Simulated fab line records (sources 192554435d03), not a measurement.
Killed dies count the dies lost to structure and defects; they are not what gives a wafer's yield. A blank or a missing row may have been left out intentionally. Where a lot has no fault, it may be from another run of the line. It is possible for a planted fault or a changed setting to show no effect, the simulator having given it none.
Split-lot experiment || flow n5_finfet || 21 wafers read from 7 lots, route of 1938 steps

ON THE SPLIT
At N5_BEOL_M7_ETCH_41 (etches SiCN in CH3F/O2, target depth 31.9 nm, time 57.8 s), the setting bias_w was moved away from the recipe's 75 W on 8 of the 21 wafers read, by -14.7% to +11.8%. All remaining wafers had this setting at the recipe value.

Reading taken at the split's own step.

THE READING
rf_vpp_V, in V, at N5_BEOL_M7_ETCH_41 (etches SiCN in CH3F/O2, target depth 31.9 nm, time 57.8 s). Fault-free wafers of this fab line usually give 297.3 V, standard deviation 1.6 V.

{"wafer": "L074.1", "tool, chamber at the split": "rie_diel-03, 1", "bias_w as run, W": 70.35, "against the recipe": "-6.2%", "rf_vpp_V, V": 283.2, "against lot-mates on the recipe": -15.4}
{"wafer": "L074.2", "tool, chamber at the split": "rie_diel-03, 0", "bias_w as run, W": 75, "against the recipe": "recipe", "rf_vpp_V, V": 298.6, "against lot-mates on the recipe": "-"}
{"wafer": "L074.6", "tool, chamber at the split": "rie_diel-03, 2", "bias_w as run, W": 70.35, "against the recipe": "-6.2%", "rf_vpp_V, V": 286.7, "against lot-mates on the recipe": -11.9}
{"wafer": "L076.1", "tool, chamber at the split": "rie_diel-03, 3", "bias_w as run, W": 75, "against the recipe": "recipe", "rf_vpp_V, V": 297.1, "against lot-mates on the recipe": "-"}
{"wafer": "L076.2", "tool, chamber at the split": "rie_diel-03, 2", "bias_w as run, W": 75, "against the recipe": "recipe", "rf_vpp_V, V": 297.9, "against lot-mates on the recipe": "-"}
{"wafer": "L076.3", "tool, chamber at the split": "rie_diel-03, 1", "bias_w as run, W": 75, "against the recipe": "recipe", "rf_vpp_V, V": 295.7, "against lot-mates on the recipe": "-"}
{"wafer": "L082.1", "tool, chamber at the split": "rie_diel-04, 1", "bias_w as run, W": 75, "against the recipe": "recipe", "rf_vpp_V, V": 298.8, "against lot-mates on the recipe": "-"}
{"wafer": "L082.4", "tool, chamber at the split": "rie_diel-04, 0", "bias_w as run, W": 75, "against the recipe": "recipe", "rf_vpp_V, V": 295.1, "against lot-mates on the recipe": "-"}
{"wafer": "L082.6", "tool, chamber at the split": "rie_diel-04, 2", "bias_w as run, W": 75, "against the recipe": "recipe", "rf_vpp_V, V": 297.9, "against lot-mates on the recipe": "-"}
{"wafer": "L087.4", "tool, chamber at the split": "rie_diel-04, 2", "bias_w as run, W": 63.95, "against the recipe": "-14.7%", "rf_vpp_V, V": 269.6, "against lot-mates on the recipe": -30.0}
{"wafer": "L087.5", "tool, chamber at the split": "rie_diel-04, 0", "bias_w as run, W": 63.95, "against the recipe": "-14.7%", "rf_vpp_V, V": 267.3, "against lot-mates on the recipe": -32.3}
{"wafer": "L087.6", "tool, chamber at the split": "rie_diel-04, 1", "bias_w as run, W": 75, "against the recipe": "recipe", "rf_vpp_V, V": 299.6, "against lot-mates on the recipe": "-"}
{"wafer": "L089.1", "tool, chamber at the split": "rie_diel-04, 2", "bias_w as run, W": 75, "against the recipe": "recipe", "rf_vpp_V, V": 298.7, "against lot-mates on the recipe": "-"}
{"wafer": "L089.2", "tool, chamber at the split": "rie_diel-04, 0", "bias_w as run, W": 75, "against the recipe": "recipe", "rf_vpp_V, V": 294.7, "against lot-mates on the recipe": "-"}
{"wafer": "L089.4", "tool, chamber at the split": "rie_diel-04, 3", "bias_w as run, W": 75, "against the recipe": "recipe", "rf_vpp_V, V": 300.1, "against lot-mates on the recipe": "-"}
{"wafer": "L094.1", "tool, chamber at the split": "rie_diel-03, 1", "bias_w as run, W": 66.34, "against the recipe": "-11.5%", "rf_vpp_V, V": 273.8, "against lot-mates on the recipe": "no lot-mate on the recipe"}
{"wafer": "L094.3", "tool, chamber at the split": "rie_diel-03, 0", "bias_w as run, W": 66.34, "against the recipe": "-11.5%", "rf_vpp_V, V": 276.0, "against lot-mates on the recipe": "no lot-mate on the recipe"}
{"wafer": "L094.5", "tool, chamber at the split": "rie_diel-03, 0", "bias_w as run, W": 66.34, "against the recipe": "-11.5%", "rf_vpp_V, V": 276.2, "against lot-mates on the recipe": "no lot-mate on the recipe"}
{"wafer": "L095.2", "tool, chamber at the split": "rie_diel-06, 2", "bias_w as run, W": 75, "against the recipe": "recipe", "rf_vpp_V, V": 295.3, "against lot-mates on the recipe": "-"}
{"wafer": "L095.4", "tool, chamber at the split": "rie_diel-06, 2", "bias_w as run, W": 83.85, "against the recipe": "+11.8%", "rf_vpp_V, V": 317.5, "against lot-mates on the recipe": "+23.0"}
{"wafer": "L095.6", "tool, chamber at the split": "rie_diel-06, 3", "bias_w as run, W": 75, "against the recipe": "recipe", "rf_vpp_V, V": 293.6, "against lot-mates on the recipe": "-"}

FIT RESULTS
A straight line over all 21 wafers: rf_vpp_V changes by +1.88 V for each +1% of bias_w; r = +0.99; the points scatter about the line by 1.9 V.
The same after taking each lot's own level away (the mean of its wafers on the recipe; 18 wafers): +2.08 V for each +1%; r = +0.99; scatter 1.6 V.
On that fit, the largest move of bias_w shifts the reading by 31 V.
The span of the lots' own levels, 294.45 to 299.60 V, comes to 3.2 times the standard deviation stated above.
So the lot-to-lot level changes the slope little: the two slopes agree.
Check: for one of the wafers moved furthest among these (-14.7%), held out of the fit, the line's prediction against its lot-mates is -31.3 V. Against them it came out at -30 V.
Tool readings at the split's step, against how far the setting was moved: rf_vpp_V r = +0.99.

ADDITIONAL SPLITS CARRIED BY THESE WAFERS
Before the reading, these wafers also passed through other splits. Each is held against what the fit with the lots' levels taken away leaves over:
{"other split on the same wafers": "N5_BEOL_M7_ILD_DEP_00 time_s", "wafers away from the commonest value": 6, "r with rf_vpp_V (lot level and that fit taken away)": -0.11}
{"other split on the same wafers": "N5_BEOL_M7_PECVD_70 temp_c", "wafers away from the commonest value": 8, "r with rf_vpp_V (lot level and that fit taken away)": "+0.23"}
{"other split on the same wafers": "N5_BEOL_M7_TRENCH_ETCH_37 source_w", "wafers away from the commonest value": 9, "r with rf_vpp_V (lot level and that fit taken away)": -0.07}

THE FILE'S OWN FIT
rf_vpp_V changes by +2.06 V for each +1% of bias_w, r = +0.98.
